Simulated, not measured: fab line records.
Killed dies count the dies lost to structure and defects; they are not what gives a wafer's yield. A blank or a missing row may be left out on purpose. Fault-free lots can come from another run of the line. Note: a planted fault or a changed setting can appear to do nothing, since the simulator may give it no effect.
Matching of chambers ; flow n5_finfet ; rie_si-04 running N5_DUMMY_GATE_TRIM_49: 4 sister chambers
The step chemistry O2, time 29 s, target cd 14 nm. 24 wafers are shown with their chamber, then 12 later ones without.

## WAFERS WITH THEIR CHAMBER
wafer;chamber;throttle_valve_pct (%);drypump_motor_current_A (A);oes_product_au (a.u.)
L074.1;1;8.38;5.4;1.022
L074.4;3;8.02;5.3;1.022
L074.6;2;8.31;6.4;1.025
L075.2;2;8.29;6.4;1.015
L075.3;3;8.02;5.3;1.016
L075.4;0;7.95;5.9;0.984
L078.2;3;8.01;5.3;1.022
L078.4;1;8.39;5.4;1.017
L078.5;0;7.94;5.9;0.984
L080.2;1;8.37;5.3;1.008
L080.4;3;8.04;5.3;1.006
L080.5;2;8.29;6.4;1.009
L083.2;0;7.93;5.9;0.977
L083.3;1;8.39;5.3;1.021
L083.6;0;7.93;5.9;0.972
L084.1;0;7.94;5.9;0.964
L084.4;2;8.30;6.3;1.024
L084.5;2;8.31;6.3;1.017
L086.2;1;8.37;5.3;1.006
L086.3;0;7.93;5.9;0.981
L086.4;2;8.30;6.3;1.028
L087.1;2;8.30;6.4;1.032
L087.2;3;8.03;5.3;1.009
L087.6;3;8.03;5.3;1.017

SIGNATURES (means of the wafers above)
reading;chamber 0;chamber 1;chamber 2;chamber 3;scatter within a chamber
throttle_valve_pct;7.9367;8.3800;8.3000;8.0250;0.00917
drypump_motor_current_A;5.900;5.340;6.357;5.300;0.0382
oes_product_au;0.97700;1.01480;1.02143;1.01533;0.00754
Rule: a wafer's distance from a chamber is the root of the sum, over the readings, of the square of ((its reading less the chamber's mean) divided by the reading's scatter). If the next closest chamber is less than 2 further off than the closest, the wafer can't be placed; otherwise it belongs to the closest. The scatter: the root of (the sum of the squares of (reading less its chamber's mean) over the shown wafers, divided by (wafers less chambers)).

## WAFERS WHOSE CHAMBER IS MISSING
wafer;throttle_valve_pct (%);drypump_motor_current_A (A);oes_product_au (a.u.)
L088.2;8.37;5.3;1.012
L088.5;7.92;5.9;0.984
L088.6;8.03;5.3;0.998
L089.1;8.37;5.3;1.023
L089.2;8.31;6.4;1.022
L089.4;7.93;5.9;0.975
L092.2;8.04;5.3;1.016
L092.3;7.94;5.9;0.979
L092.5;7.93;5.9;0.974
L096.1;8.31;6.4;1.041
L096.2;8.02;5.3;1.022
L096.5;7.92;5.9;0.985

## EACH ONE'S CHAMBER
wafer;from the rows above;in truth
L088.2;1;1
L088.5;0;0
L088.6;3;3
L089.1;1;1
L089.2;2;2
L089.4;0;0
L092.2;3;3
L092.3;0;0
L092.5;0;0
L096.1;2;2
L096.2;3;3
L096.5;0;0
12 of 12 placed correctly. Number that these rows cannot place: 0. Wrongly placed: 0.
